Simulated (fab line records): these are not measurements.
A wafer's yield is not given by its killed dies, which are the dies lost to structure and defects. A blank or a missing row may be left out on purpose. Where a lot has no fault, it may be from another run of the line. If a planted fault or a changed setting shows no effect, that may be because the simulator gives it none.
Matching of chambers ; flow n5_finfet ; N5_BEOL_M0_ALD_136 on ald_metal-03 has 4 sister chambers
The step deposits TaN, pulse time 2 s, purge time 3 s, co reactant purge time 2 s. 7 wafers are shown with their chamber, then 7 later ones without.

== WAFERS PAIRED WITH THEIR CHAMBERS ==
wafer;chamber;heater_power_w (W)
L077.2;0;507
L077.5;1;412
L078.2;2;475
L085.1;1;408
L085.6;3;417
L087.1;0;514
L087.2;3;404

== WAFERS MISSING THEIR CHAMBER ==
wafer;heater_power_w (W)
L087.5;505
L086.1;493
L086.5;483
L086.6;417
L097.4;413
L097.5;524
L097.6;412

== EACH ONE'S CHAMBER ==
wafer;from the rows above;in truth
L087.5;0;0
L086.1;can't be placed: 0 or 2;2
L086.5;2;2
L086.6;can't be placed: 3 or 1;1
L097.4;can't be placed: 3 or 1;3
L097.5;0;0
L097.6;can't be placed: 3 or 1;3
Correctly placed: 3 of 7. Unplaceable from these rows: 4, with the true chamber sitting among the candidates in 4. Number placed wrongly: 0.
How it was worked out, from the rows above alone: a wafer's distance from a chamber is the root of the sum, over the readings, of the square of ((its reading less the chamber's mean) divided by the reading's scatter). The wafer belongs to the nearest chamber; if the next one is less than 2 further off, it can't be placed. The mean given for a chamber averages the wafers shown for that chamber. The scatter: take each reading less its chamber's mean, square it, sum over the shown wafers, divide by the number of wafers less the number of chambers, and take the root.
